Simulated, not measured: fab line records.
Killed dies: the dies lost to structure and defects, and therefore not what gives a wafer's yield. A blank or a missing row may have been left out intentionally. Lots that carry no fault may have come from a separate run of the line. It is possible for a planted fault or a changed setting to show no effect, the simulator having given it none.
Chamber matching || flow n5Finfet || N5_FIN_SAQP_STRIP_55 on rieDiel-01 has 4 sister chambers
The step strips in N2/H2. 4 wafers are shown with their chamber, then 8 later ones without.

## WAFERS, EACH WITH ITS CHAMBER
{"wafer": "L083.2", "chamber": 0, "showerheadPlenumPTorr (Torr)": 3.60}
{"wafer": "L086.5", "chamber": 1, "showerheadPlenumPTorr (Torr)": 3.31}
{"wafer": "L086.6", "chamber": 2, "showerheadPlenumPTorr (Torr)": 3.38}
{"wafer": "L091.3", "chamber": 3, "showerheadPlenumPTorr (Torr)": 3.36}

## WAFERS WITHOUT THEIR CHAMBER
{"wafer": "L091.4", "showerheadPlenumPTorr (Torr)": 3.59}
{"wafer": "L091.6", "showerheadPlenumPTorr (Torr)": 3.37}
{"wafer": "L093.1", "showerheadPlenumPTorr (Torr)": 3.59}
{"wafer": "L093.3", "showerheadPlenumPTorr (Torr)": 3.36}
{"wafer": "L093.6", "showerheadPlenumPTorr (Torr)": 3.31}
{"wafer": "L094.1", "showerheadPlenumPTorr (Torr)": 3.59}
{"wafer": "L094.3", "showerheadPlenumPTorr (Torr)": 3.35}
{"wafer": "L094.4", "showerheadPlenumPTorr (Torr)": 3.31}

## WHICH CHAMBER EACH ONE RAN IN
{"wafer": "L091.4", "from the rows above": 0, "in truth": 0}
{"wafer": "L091.6", "from the rows above": "can't be placed: 2 or 3", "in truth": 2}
{"wafer": "L093.1", "from the rows above": 0, "in truth": 0}
{"wafer": "L093.3", "from the rows above": 3, "in truth": 3}
{"wafer": "L093.6", "from the rows above": 1, "in truth": 1}
{"wafer": "L094.1", "from the rows above": 0, "in truth": 0}
{"wafer": "L094.3", "from the rows above": 3, "in truth": 3}
{"wafer": "L094.4", "from the rows above": 1, "in truth": 1}
7 of 8 placed correctly. Unplaceable from these rows: 1, with the true chamber sitting among the candidates in 1. Placed wrongly: 0.
How it was worked out, from the rows above alone: a wafer's distance from a chamber is the root of the sum, over the readings, of the square of ((its reading less the chamber's mean) divided by the reading's scatter). The wafer belongs to the nearest chamber; if the next one is less than 2 further off, it can't be placed. A chamber's mean is the mean of its shown wafers. The scatter (one wafer shown for each chamber): square how far every hidden wafer sits from the nearest shown wafer, average those squares and take the square root.
